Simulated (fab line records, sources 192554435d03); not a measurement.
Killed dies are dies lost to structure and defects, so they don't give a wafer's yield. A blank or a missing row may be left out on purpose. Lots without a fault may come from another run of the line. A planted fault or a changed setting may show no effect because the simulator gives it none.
Chamber matching | flow n5_finfet | N5_BEOL_M10_CURE_71 on uv_cure-02: 3 sister chambers
The step cures SiCOH lowk, time 240 s. 14 wafers are shown with their chamber, then 7 later ones without.

WAFERS WITH THEIR CHAMBER
wafer  | chamber | wafer_temp_C_max | lamp_power_pct (%)
L074.1 | 2       | 387.2            | 52.30
L074.2 | 2       | 387.7            | 52.33
L074.3 | 2       | 387.8            | 52.37
L081.1 | 0       | 386.4            | 52.39
L081.2 | 0       | 386.0            | 52.24
L081.6 | 0       | 386.2            | 52.28
L084.1 | 2       | 388.3            | 52.34
L084.3 | 2       | 387.8            | 52.35
L084.6 | 2       | 387.5            | 52.36
L085.3 | 1       | 388.6            | 52.27
L085.4 | 1       | 387.2            | 52.31
L085.5 | 1       | 387.0            | 52.28
L092.1 | 1       | 387.3            | 52.26
L092.2 | 1       | 388.1            | 52.23

SIGNATURES (means of the wafers above)
reading          | chamber 0 | chamber 1 | chamber 2 | scatter within a chamber
wafer_temp_C_max | 386.200   | 387.640   | 387.717   | 0.486
lamp_power_pct   | 52.3033   | 52.2700   | 52.3417   | 0.0411
Rule: a wafer's distance from a chamber is the root of the sum, over the readings, of the square of ((its reading less the chamber's mean) divided by the reading's scatter). The wafer belongs to the nearest chamber; if the next one is less than 2 further off, it can't be placed. The scatter: the root of (the sum of the squares of (reading less its chamber's mean) over the shown wafers, divided by (wafers less chambers)).

WAFERS WITHOUT THEIR CHAMBER
wafer  | wafer_temp_C_max | lamp_power_pct (%)
L092.3 | 388.5            | 52.31
L093.1 | 387.2            | 52.29
L093.2 | 386.5            | 52.28
L093.4 | 386.6            | 52.31
L097.3 | 388.0            | 52.23
L097.4 | 387.6            | 52.37
L097.5 | 388.1            | 52.30

WHICH CHAMBER EACH WENT THROUGH
wafer  | from the rows above          | in truth
L092.3 | can't be placed: 2 or 1      | 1
L093.1 | can't be placed: 1 or 2 or 0 | 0
L093.2 | can't be placed: 0 or 1      | 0
L093.4 | can't be placed: 0 or 1 or 2 | 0
L097.3 | can't be placed: 1 or 2      | 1
L097.4 | can't be placed: 2 or 1      | 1
L097.5 | can't be placed: 1 or 2      | 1
Placed correctly: 0 of 7. Can't be placed from these rows: 7 (the true chamber is among the candidates in 7). Placed wrongly: 0.
